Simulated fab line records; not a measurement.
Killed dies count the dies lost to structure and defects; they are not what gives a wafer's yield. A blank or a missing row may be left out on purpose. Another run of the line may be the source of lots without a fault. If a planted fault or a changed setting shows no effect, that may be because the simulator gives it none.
Problem report in the 8D (eight disciplines) form, filled by code || flow n5-finfet || the parts of the form that need people (team, actions taken, sign-off) are left out

1. WHAT WENT WRONG
Mean of barrier-field-endpoint-s at N5_BEOL_M13_CMP_49: 26.6 s across 2 wafers in 2 lots; on wafers with no fault it is 30.5 s (standard deviation 0.79). That puts it -4.9 standard deviations away from the usual mean.
The step: polishes, stops on SiOC, t overpolish 17.1 s, target thk 420 nm.
First seen on wafer L811.5, day 14 12:31, on cmp-02. The record has a number at this step for 28 wafers belonging to 10 lots. Rule for "out", or "out of limits": more than 4 standard deviations from the usual mean. The rest of the wafers with a number are treated as sound.

2. WHAT IT IS, AND WHAT IT ISN'T
{"question": "which readings at this step", "is": "barrier-field-endpoint-s", "is not": "motor-current-A, slurry-filter-dp-kPa"}
{"question": "which lots", "is": "L811, L812", "is not": "L798, L799, L800, L801, L802, L813, L816, L820"}
{"question": "which wafers of those lots", "is": "L811.5, L812.5", "is not": "L811.1, L812.1"}
{"question": "read on which tools", "is": "cmp-02", "is not": "cmp-03, cmp-04"}
{"question": "when", "is": "from day 14 12:31", "is not": "up to then (16 sound wafers); but 10 sound wafers of L812, L813, L816, L820 came after"}

3. WHAT RULES OUT EACH SUSPECT
Counting: a tool at a process step up to the reading stays a suspect if it ran every lot that is out. Sound lots after the first of them don't rule it out here, since some wafers of a struck lot are sound.
- plasma-asher-01 at N5_BEOL_M13_STRIP_64 (strips in N2/H2): kept. Every lot that is out went through it, the first being L811 (day 14 08:57); the last sound lot it ran before that was L801 (day 11 08:55).
- pvd-sputter-01 at N5_BEOL_M13_SPUTTER_43 (material TaN, target thk 15 nm, time 24.19 s): kept. Every lot that is out went through it, the first being L811 (day 14 11:47); the last sound lot it ran before that was L802 (day 12 04:35).
- cmp-02 at N5_BEOL_M13_CMP_49 (polishes, stops on SiOC, t overpolish 17.1 s, target thk 420 nm): kept. Every lot that is out went through it, the first being L811 (day 14 12:31); the last sound lot it ran before that was L801 (day 11 20:23). Its own readings are out on those wafers: barrier-field-endpoint-s.
plasma-asher-01 at N5_BEOL_M13_STRIP_64, pvd-sputter-01 at N5_BEOL_M13_SPUTTER_43 and cmp-02 at N5_BEOL_M13_CMP_49 are what is left after counting.

4. THE CAUSE (what the simulator had put in)
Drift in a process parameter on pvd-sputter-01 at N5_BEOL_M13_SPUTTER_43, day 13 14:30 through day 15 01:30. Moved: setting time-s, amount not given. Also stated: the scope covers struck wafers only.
Of the 3 suspects that counting leaves, this tool is one.

5. THE CHAIN OF EFFECTS, in route order
Each row: a reading where the mean over the struck wafers with a number is more than 3 standard deviations away from the usual. Only readings whose record carries a usual standard deviation are examined. hours: median over the lots of the time between each lot's start at the first step of this table that gives one and its start at this step. sigmas: the change, counted in usual standard deviations.
{"hours": 0, "step": "N5_BEOL_M13_CMP_49", "reading": "barrier-field-endpoint-s", "usual": "30.5 s", "on struck wafers": 26.6, "change": -3.9, "sigmas": -4.9}
Process steps it contains:
- N5_BEOL_M13_CMP_49: polishes, stops on SiOC, t overpolish 17.1 s, target thk 420 nm.
Readings that are blank on the struck wafers while sound wafers have them: susceptor-temp-C at N5_BEOL_M13_SPUTTER_43.

6. WHAT WOULD HAVE CAUGHT IT SOONER
In this record no reading fell out of limits until day 14 12:31, 22 hours after the fault had begun at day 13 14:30.
Lots out: 2; of these, L812 started N5_BEOL_M13_SPUTTER_43 on pvd-sputter-01 after day 14 12:31. A tool hold placed at that time would have kept it from harm.
